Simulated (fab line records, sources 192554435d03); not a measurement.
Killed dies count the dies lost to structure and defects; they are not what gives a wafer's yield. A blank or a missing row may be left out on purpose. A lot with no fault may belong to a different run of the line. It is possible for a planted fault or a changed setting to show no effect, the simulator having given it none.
Which tool did it? + flow n5-finfet + 24 lots with 72 wafers sampled at 2 steps, on a route of 1938 steps

## WHAT EACH GAUGE READ, for each wafer
N5_HKMG_FIN_INSPECT_61: inspects for defects (macro). Usual: raw-defect-count at 2.3, with a standard deviation of 1.5.
| lot  | measured    | on                | raw-defect-count | flag |
|------|-------------|-------------------|------------------|------|
| L074 | day 4 01:46 | defect-inspect-02 | 2 1 2            |      |
| L075 | day 4 11:13 | defect-inspect-01 | 2 3 4            |      |
| L076 | day 4 12:02 | defect-inspect-02 | 5 2 4            |      |
| L077 | day 4 21:49 | defect-inspect-01 | 2 2 2            |      |
| L078 | day 4 23:37 | defect-inspect-01 | 2 2 1            |      |
| L079 | day 5 04:46 | defect-inspect-02 | 4 1 3            |      |
| L080 | day 5 16:17 | defect-inspect-02 | 3 4 2            |      |
| L081 | day 5 16:58 | defect-inspect-01 | 0 0 1            |      |
| L082 | day 6 02:23 | defect-inspect-01 | 3 2 5            |      |
| L083 | day 6 04:47 | defect-inspect-01 | 2 3 0            |      |
| L084 | day 6 15:26 | defect-inspect-02 | 2 1 0            |      |
| L085 | day 6 20:47 | defect-inspect-01 | 8 1 1            |      |
| L086 | day 7 02:57 | defect-inspect-01 | 2 2 1            |      |
| L087 | day 7 08:17 | defect-inspect-02 | 1 4 2            |      |
| L088 | day 7 14:07 | defect-inspect-02 | 3 3 3            |      |
| L089 | day 7 19:50 | defect-inspect-02 | 2 4 3            |      |
| L090 | day 7 23:10 | defect-inspect-02 | 2 0 3            |      |
| L091 | day 8 04:40 | defect-inspect-02 | 1 4 2            |      |
| L092 | day 8 11:02 | defect-inspect-02 | 3 3 4            |      |
| L093 | day 8 19:06 | defect-inspect-02 | 0 3 6            |      |
| L094 | day 9 03:34 | defect-inspect-01 | 1 3 3            |      |
| L095 | day 9 05:17 | defect-inspect-01 | 4 1 2            |      |
| L096 | day 9 12:26 | defect-inspect-02 | 3 3 2            |      |
| L097 | day 9 18:12 | defect-inspect-01 | 3 0 2            |      |

N5_HKMG_FIN_INSPECT_14: inspects for defects (macro). Usual: raw-defect-count at 2.0, with a standard deviation of 1.4.
| lot  | measured    | on                | raw-defect-count | flag |
|------|-------------|-------------------|------------------|------|
| L074 | day 4 05:18 | defect-inspect-01 | 1 0 2            |      |
| L075 | day 4 14:34 | defect-inspect-01 | 2 2 1            |      |
| L076 | day 4 15:24 | defect-inspect-02 | 2 2 1            |      |
| L077 | day 5 01:20 | defect-inspect-02 | 1 3 1            |      |
| L078 | day 5 02:52 | defect-inspect-02 | 2 4 4            |      |
| L079 | day 5 08:08 | defect-inspect-02 | 2 3 2            |      |
| L080 | day 5 19:44 | defect-inspect-02 | 3 4 0            |      |
| L081 | day 5 20:28 | defect-inspect-02 | 3 1 1            |      |
| L082 | day 6 05:53 | defect-inspect-02 | 5 2 1            |      |
| L083 | day 6 08:10 | defect-inspect-01 | 2 6 2            |      |
| L084 | day 6 18:43 | defect-inspect-01 | 2 1 2            |      |
| L085 | day 7 00:37 | defect-inspect-01 | 1 2 1            |      |
| L086 | day 7 06:13 | defect-inspect-01 | 0 0 1            |      |
| L087 | day 7 11:49 | defect-inspect-01 | 1 6 3            |      |
| L088 | day 7 17:30 | defect-inspect-02 | 3 0 1            |      |
| L089 | day 7 23:14 | defect-inspect-02 | 2 0 1            |      |
| L090 | day 8 02:47 | defect-inspect-01 | 1 1 2            |      |
| L091 | day 8 08:04 | defect-inspect-01 | 1 1 0            |      |
| L092 | day 8 14:20 | defect-inspect-02 | 4 5 2            |      |
| L093 | day 8 22:21 | defect-inspect-01 | 2 3 2            |      |
| L094 | day 9 07:11 | defect-inspect-02 | 1 2 2            |      |
| L095 | day 9 09:44 | defect-inspect-01 | 4 4 2            |      |
| L096 | day 9 16:38 | defect-inspect-01 | 5 3 1            |      |
| L097 | day 9 22:05 | defect-inspect-01 | 3 2 1            |      |

## EACH LOT AND THE TOOL THAT RAN IT (in order: tool; ch and the chambers of the sampled wafers; start)
Record: no process step prior to these readings.

## AS READ BY THE TOOLS THEMSELVES (means over the sampled wafers that have a number; for cases with no such wafer, the mark the record gives instead)
The record holds no such reading with a usual standard deviation.

## THE ANSWER, worked out from the rows above alone
Rule: take the mean of a lot's wafers that have a number; if it is more than 3 standard deviations from the usual mean, the lot is off. A lot without any number at a reading at which 4 lots or more have one is off too. Where the step has rows for the other lots, those lots are counted as sound. First the gauges in route order, then the tools' own readings, where a lot's mean is used as printed above. The first step at which some lot is off is used, and at that step the reading that is off furthest; a lot without a number counts as furthest.
Nothing can be told from this: no lot is off at any reading shown.

## WHAT THE SIMULATOR HAD PUT IN
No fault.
